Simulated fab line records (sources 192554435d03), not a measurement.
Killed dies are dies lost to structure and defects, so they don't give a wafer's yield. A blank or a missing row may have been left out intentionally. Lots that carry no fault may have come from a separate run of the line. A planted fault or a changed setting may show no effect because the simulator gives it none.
Matching of chambers    flow n5_finfet    N5_BEOL_M10_CURE_71 on uv_cure-01 has 3 sister chambers
The step cures SiCOH lowk, time 240 s. 3 wafers are shown with their chamber, then 9 later ones without.

WAFERS PAIRED WITH THEIR CHAMBERS
wafer   chamber  wafer_temp_C_max
L082.5  2        386.5
L090.4  0        385.7
L087.5  1        386.5

WAFERS WITHOUT THEIR CHAMBER
wafer   wafer_temp_C_max
L091.3  387.4
L091.4  386.6
L091.5  386.6
L092.4  385.7
L092.5  386.2
L092.6  385.5
L097.2  385.9
L097.3  385.8
L097.5  386.0

WHICH CHAMBER EACH ONE RAN IN
wafer   from the rows above           in truth
L091.3  can't be placed: 1 or 2       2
L091.4  can't be placed: 1 or 2       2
L091.5  can't be placed: 1 or 2       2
L092.4  0                             0
L092.5  can't be placed: 1 or 2 or 0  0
L092.6  0                             0
L097.2  can't be placed: 0 or 1 or 2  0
L097.3  can't be placed: 0 or 1 or 2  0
L097.5  can't be placed: 0 or 1 or 2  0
2 of 9 placed correctly. From these rows, 7 cannot be placed; in 7 the true chamber is one of the candidates. Placed wrongly: 0.
How it was worked out, from the rows above alone: a wafer's distance from a chamber is the root of the sum, over the readings, of the square of ((its reading less the chamber's mean) divided by the reading's scatter). The wafer belongs to the nearest chamber; if the next one is less than 2 further off, it can't be placed. A chamber's mean is the mean of its shown wafers. The scatter: root of mean squared gap, hidden wafer to nearest shown wafer, with one shown wafer a chamber.
